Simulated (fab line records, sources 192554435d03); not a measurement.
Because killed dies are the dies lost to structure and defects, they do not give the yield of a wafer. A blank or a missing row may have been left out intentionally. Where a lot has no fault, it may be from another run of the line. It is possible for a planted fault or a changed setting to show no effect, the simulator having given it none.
Split-lot trial :: flow n5Finfet :: 7 lots, 21 wafers read, on a route of 1938 steps

## THE SPLIT
At N5_BEOL_M12_SPUTTER_43 (material TaN, target thk 15 nm, time 24.19 s), the setting powerW was moved away from the recipe's 15000 W on 5 of the 21 wafers read, by -11.0% to -5.2%. All remaining wafers had this setting at the recipe value.

The reading comes from the split's own step.

## THE READING
TaN_of_BEOL_M12_SPUTTER_43.thkNm (the simulator's own value, which no gauge read), in nm, at N5_BEOL_M12_SPUTTER_43 (material TaN, target thk 15 nm, time 24.19 s). No usual value for it is given in the file. Across the 16 wafers here that went through the recipe, the average is 15.0 nm and the standard deviation 0.18 nm.

wafer: L074.2
tool, chamber at the split: pvdSputter-02, -
powerW as run, W: 14220
against the recipe: -5.2%
TaN_of_BEOL_M12_SPUTTER_43.thkNm, nm: 14
against lot-mates on the recipe: -0.8

wafer: L074.6
tool, chamber at the split: pvdSputter-02, -
powerW as run, W: 14220
against the recipe: -5.2%
TaN_of_BEOL_M12_SPUTTER_43.thkNm, nm: 14
against lot-mates on the recipe: -0.8

wafer: L074.4
tool, chamber at the split: pvdSputter-02, -
powerW as run, W: 15000
against the recipe: recipe
TaN_of_BEOL_M12_SPUTTER_43.thkNm, nm: 14.8
against lot-mates on the recipe: -

wafer: L075.3
tool, chamber at the split: pvdSputter-02, -
powerW as run, W: 15000
against the recipe: recipe
TaN_of_BEOL_M12_SPUTTER_43.thkNm, nm: 15.4
against lot-mates on the recipe: -

wafer: L075.5
tool, chamber at the split: pvdSputter-02, -
powerW as run, W: 13540
against the recipe: -9.7%
TaN_of_BEOL_M12_SPUTTER_43.thkNm, nm: 13.8
against lot-mates on the recipe: -1.6

wafer: L075.6
tool, chamber at the split: pvdSputter-02, -
powerW as run, W: 13540
against the recipe: -9.7%
TaN_of_BEOL_M12_SPUTTER_43.thkNm, nm: 13.8
against lot-mates on the recipe: -1.6

wafer: L080.1
tool, chamber at the split: pvdSputter-02, -
powerW as run, W: 15000
against the recipe: recipe
TaN_of_BEOL_M12_SPUTTER_43.thkNm, nm: 15
against lot-mates on the recipe: -

wafer: L080.2
tool, chamber at the split: pvdSputter-02, -
powerW as run, W: 15000
against the recipe: recipe
TaN_of_BEOL_M12_SPUTTER_43.thkNm, nm: 14.8
against lot-mates on the recipe: -

wafer: L080.4
tool, chamber at the split: pvdSputter-02, -
powerW as run, W: 15000
against the recipe: recipe
TaN_of_BEOL_M12_SPUTTER_43.thkNm, nm: 14.8
against lot-mates on the recipe: -

wafer: L084.3
tool, chamber at the split: pvdSputter-02, -
powerW as run, W: 15000
against the recipe: recipe
TaN_of_BEOL_M12_SPUTTER_43.thkNm, nm: 15
against lot-mates on the recipe: -

wafer: L084.4
tool, chamber at the split: pvdSputter-02, -
powerW as run, W: 15000
against the recipe: recipe
TaN_of_BEOL_M12_SPUTTER_43.thkNm, nm: 15
against lot-mates on the recipe: -

wafer: L084.5
tool, chamber at the split: pvdSputter-02, -
powerW as run, W: 15000
against the recipe: recipe
TaN_of_BEOL_M12_SPUTTER_43.thkNm, nm: 15
against lot-mates on the recipe: -

wafer: L088.2
tool, chamber at the split: pvdSputter-03, -
powerW as run, W: 15000
against the recipe: recipe
TaN_of_BEOL_M12_SPUTTER_43.thkNm, nm: 15.2
against lot-mates on the recipe: -

wafer: L088.6
tool, chamber at the split: pvdSputter-03, -
powerW as run, W: 15000
against the recipe: recipe
TaN_of_BEOL_M12_SPUTTER_43.thkNm, nm: 15.2
against lot-mates on the recipe: -

wafer: L088.4
tool, chamber at the split: pvdSputter-03, -
powerW as run, W: 15000
against the recipe: recipe
TaN_of_BEOL_M12_SPUTTER_43.thkNm, nm: 15
against lot-mates on the recipe: -

wafer: L091.3
tool, chamber at the split: pvdSputter-03, -
powerW as run, W: 13350
against the recipe: -11.0%
TaN_of_BEOL_M12_SPUTTER_43.thkNm, nm: 13.2
against lot-mates on the recipe: -1.6

wafer: L091.5
tool, chamber at the split: pvdSputter-03, -
powerW as run, W: 15000
against the recipe: recipe
TaN_of_BEOL_M12_SPUTTER_43.thkNm, nm: 14.8
against lot-mates on the recipe: -

wafer: L091.6
tool, chamber at the split: pvdSputter-03, -
powerW as run, W: 15000
against the recipe: recipe
TaN_of_BEOL_M12_SPUTTER_43.thkNm, nm: 14.8
against lot-mates on the recipe: -

wafer: L082.1
tool, chamber at the split: pvdSputter-03, -
powerW as run, W: 15000
against the recipe: recipe
TaN_of_BEOL_M12_SPUTTER_43.thkNm, nm: 15
against lot-mates on the recipe: -

wafer: L082.3
tool, chamber at the split: pvdSputter-03, -
powerW as run, W: 15000
against the recipe: recipe
TaN_of_BEOL_M12_SPUTTER_43.thkNm, nm: 15.2
against lot-mates on the recipe: -

wafer: L082.6
tool, chamber at the split: pvdSputter-03, -
powerW as run, W: 15000
against the recipe: recipe
TaN_of_BEOL_M12_SPUTTER_43.thkNm, nm: 15.2
against lot-mates on the recipe: -

THE FIT
A straight line over all 21 wafers: TaN_of_BEOL_M12_SPUTTER_43.thkNm changes by +0.147 nm for each +1% of powerW; r = +0.94; the points scatter about the line by 0.2 nm.
The same after taking each lot's own level away (the mean of its wafers on the recipe; 21 wafers): +0.157 nm for each +1%; r = +0.99; scatter 0.075 nm.
On that fit, the largest move of powerW shifts the reading by 1.7 nm.
The lots' own levels span 14.80 to 15.40 nm, that is 3.3 times the standard deviation above.
The two slopes are in agreement: the lot-to-lot level therefore moves the slope only a little.
Check: for one of the wafers moved furthest among these (-11.0%), held out of the fit, the line's prediction against its lot-mates is -1.78 nm. Against them it came out at -1.6 nm.

## ADDITIONAL SPLITS CARRIED BY THESE WAFERS
Note: prior to the reading, these wafers also went through further splits. Each is held against what the fit with the lots' levels taken away leaves over:
other split on the same wafers: N5_BEOL_M11_EXPOSE_25 doseMj
wafers away from the commonest value: 4
r with TaN_of_BEOL_M12_SPUTTER_43.thkNm (lot level and that fit taken away): -0.12

other split on the same wafers: N5_BEOL_M11_ETCH_66 timeS
wafers away from the commonest value: 7
r with TaN_of_BEOL_M12_SPUTTER_43.thkNm (lot level and that fit taken away): +0.20

other split on the same wafers: N5_BEOL_M12_TRENCH_ETCH_34 timeS
wafers away from the commonest value: 6
r with TaN_of_BEOL_M12_SPUTTER_43.thkNm (lot level and that fit taken away): +0.45

## THE FILE'S OWN FIT
TaN_of_BEOL_M12_SPUTTER_43.thkNm changes by +0.154 nm for each +1% of powerW, r = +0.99.
